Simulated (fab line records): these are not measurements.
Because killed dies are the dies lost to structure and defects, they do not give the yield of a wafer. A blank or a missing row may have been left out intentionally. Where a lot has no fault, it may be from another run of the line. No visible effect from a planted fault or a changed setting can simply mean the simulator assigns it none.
Which tool is to blame? + flow n5Finfet + Sampling: 13 lots, 35 wafers, 2 of 1938 route steps

== WHAT EACH GAUGE READ, for each wafer ==
N5_PASSIVATION_INSPECT_61: inspects for defects (macro). Usual: 2.0 for rawDefectCount, sd 1.4.
| lot  | measured     | on               | rawDefectCount | flag |
|------|--------------|------------------|----------------|------|
| L217 | day 11 10:04 | defectInspect-01 | 2 0 3          |      |
| L219 | day 12 04:43 | defectInspect-01 | 2 3 2          |      |
| L220 | day 12 13:52 | defectInspect-01 | 2 2            |      |
| L221 | day 12 23:52 | defectInspect-02 | 2 1 1          |      |
| L222 | day 13 03:38 | defectInspect-02 | 2 0 1          |      |
| L223 | day 13 11:05 | defectInspect-01 | 3 2 1          |      |
| L224 | day 13 11:33 | defectInspect-02 | 2 4 2          |      |
| L227 | day 14 03:16 | defectInspect-01 | 1 0 2          |      |
| L231 | day 15 09:06 | defectInspect-01 | 7 3            |      |
| L233 | day 15 10:27 | defectInspect-01 | 3 1            |      |
| L232 | day 15 12:33 | defectInspect-01 | 2 1            |      |
| L239 | day 17 04:00 | defectInspect-01 | 0 0 3          |      |
| L240 | day 17 16:26 | defectInspect-01 | 2 1 0          |      |

== TOOL THAT RAN EACH LOT (tool first, then ch and the chambers of the sampled wafers, then the start) ==
| lot  | N5_PASSIVATION_PECVD_01         |
|------|---------------------------------|
| L217 | pecvd-01 ch 0,1,2, day 11 09:28 |
| L219 | pecvd-02 ch 1,2, day 12 02:28   |
| L220 | pecvd-01 ch 2, day 12 12:11     |
| L221 | pecvd-03 ch 0,2, day 12 23:00   |
| L222 | pecvd-03 ch 0,1,2, day 13 02:44 |
| L223 | pecvd-01 ch 1,2, day 13 08:50   |
| L224 | pecvd-02 ch 0,2, day 13 11:08   |
| L227 | pecvd-02 ch 0,2, day 14 02:46   |
| L231 | pecvd-01 ch 0,2, day 15 06:26   |
| L233 | pecvd-01 ch 0,2, day 15 09:14   |
| L232 | pecvd-02 ch 1,2, day 15 12:01   |
| L239 | pecvd-03 ch 0,1, day 17 03:35   |
| L240 | pecvd-01 ch 0,2, day 17 12:31   |
- N5_PASSIVATION_PECVD_01: deposits SiNx from SiH4/NH3/N2, target thk 200 nm, time 43.2 s.

== AS READ BY THE TOOLS THEMSELVES (means over the sampled wafers that have a number; for cases with no such wafer, the mark the record gives instead) ==
N5_PASSIVATION_PECVD_01. Usual: heaterPowerOuterW 163 W, standard deviation 55; heaterPowerW 383 W, standard deviation 91; showerheadPlenumPTorr 8.64 Torr, standard deviation 0.039; throttleValvePct 28.6 %, standard deviation 2.4.
| lot  | tool     | heaterPowerOuterW (W) | heaterPowerW (W) | showerheadPlenumPTorr (Torr) | throttleValvePct (%) | flag |
|------|----------|-----------------------|------------------|------------------------------|----------------------|------|
| L217 | pecvd-01 | 163                   | 423              | 8.65                         | 28.5                 |      |
| L219 | pecvd-02 | 93                    | 282              | 8.64                         | 29.2                 |      |
| L220 | pecvd-01 | 230                   | 522              | 8.71                         | 25.4                 |      |
| L221 | pecvd-03 | 105                   | 241              | 8.66                         | 29.4                 |      |
| L222 | pecvd-03 | 175                   | 356              | 8.65                         | 28.5                 |      |
| L223 | pecvd-01 | 153                   | 406              | 8.64                         | 30.7                 |      |
| L224 | pecvd-02 | 129                   | 313              | 8.62                         | 27.7                 |      |
| L227 | pecvd-02 | 164                   | 367              | 8.62                         | 27.8                 |      |
| L231 | pecvd-01 | 170                   | 430              | 8.66                         | 26.2                 |      |
| L233 | pecvd-01 | 184                   | 450              | 8.66                         | 26.1                 |      |
| L232 | pecvd-02 | 118                   | 304              | 8.64                         | 28.8                 |      |
| L239 | pecvd-03 | 268                   | 486              | 8.63                         | 28.0                 |      |
| L240 | pecvd-01 | 175                   | 443              | 8.64                         | 26.4                 |      |

== THE ANSWER, worked out from the rows above alone ==
Rule: a lot counts as off when the mean over its wafers that have a number is more than 3 standard deviations away from the usual mean. A lot without any number at a reading at which 4 lots or more have one is off too. Any other lot the step has rows for is counted as sound. The gauges are gone through in route order, then the tools' own readings, and for those a lot's mean is taken as printed above. At the first step where some lot is off, the reading lying furthest off is the one used; lots without a number count as furthest.
None of the lots is off at any reading shown; this tells nothing.

== WHAT THE SIMULATOR HAD PUT IN ==
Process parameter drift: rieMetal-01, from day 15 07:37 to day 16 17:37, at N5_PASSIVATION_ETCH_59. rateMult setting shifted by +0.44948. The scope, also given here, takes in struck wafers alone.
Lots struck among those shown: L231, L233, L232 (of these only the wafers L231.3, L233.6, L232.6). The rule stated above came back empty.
